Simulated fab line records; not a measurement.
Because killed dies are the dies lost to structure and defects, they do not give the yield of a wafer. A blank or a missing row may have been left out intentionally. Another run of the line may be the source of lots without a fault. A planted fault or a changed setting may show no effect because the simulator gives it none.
Matching of chambers || flow n5Finfet || 4 sister chambers for N5_BEOL_M13_ETCH_38 on rieDiel-04
The step etches SiCN in CF4/N2, target depth 67.5 nm, time 71.9 s. 4 wafers are shown with their chamber, then 8 later ones without.

## EACH WAFER AND ITS CHAMBER
{"wafer": "L083.2", "chamber": 1, "showerheadPlenumPTorr (Torr)": 2.11}
{"wafer": "L084.1", "chamber": 0, "showerheadPlenumPTorr (Torr)": 2.18}
{"wafer": "L084.4", "chamber": 2, "showerheadPlenumPTorr (Torr)": 2.27}
{"wafer": "L084.5", "chamber": 3, "showerheadPlenumPTorr (Torr)": 2.34}

## WAFERS WITH NO CHAMBER GIVEN
{"wafer": "L090.1", "showerheadPlenumPTorr (Torr)": 2.27}
{"wafer": "L090.4", "showerheadPlenumPTorr (Torr)": 2.34}
{"wafer": "L090.5", "showerheadPlenumPTorr (Torr)": 2.10}
{"wafer": "L095.3", "showerheadPlenumPTorr (Torr)": 2.33}
{"wafer": "L095.6", "showerheadPlenumPTorr (Torr)": 2.27}
{"wafer": "L097.2", "showerheadPlenumPTorr (Torr)": 2.09}
{"wafer": "L097.4", "showerheadPlenumPTorr (Torr)": 2.09}
{"wafer": "L097.6", "showerheadPlenumPTorr (Torr)": 2.26}

## EACH ONE'S CHAMBER
{"wafer": "L090.1", "from the rows above": 2, "in truth": 2}
{"wafer": "L090.4", "from the rows above": 3, "in truth": 3}
{"wafer": "L090.5", "from the rows above": 1, "in truth": 1}
{"wafer": "L095.3", "from the rows above": 3, "in truth": 3}
{"wafer": "L095.6", "from the rows above": 2, "in truth": 2}
{"wafer": "L097.2", "from the rows above": 1, "in truth": 1}
{"wafer": "L097.4", "from the rows above": 1, "in truth": 1}
{"wafer": "L097.6", "from the rows above": 2, "in truth": 2}
Correctly placed: 8 of 8. From these rows, 0 cannot be placed. 0 placed wrongly.
How it was worked out, from the rows above alone: a wafer's distance from a chamber is the root of the sum, over the readings, of the square of ((its reading less the chamber's mean) divided by the reading's scatter). If the next closest chamber is less than 2 further off than the closest, the wafer can't be placed; otherwise it belongs to the closest. A chamber's mean is the mean of its shown wafers. The scatter (one wafer shown for each chamber): square how far every hidden wafer sits from the nearest shown wafer, average those squares and take the square root.
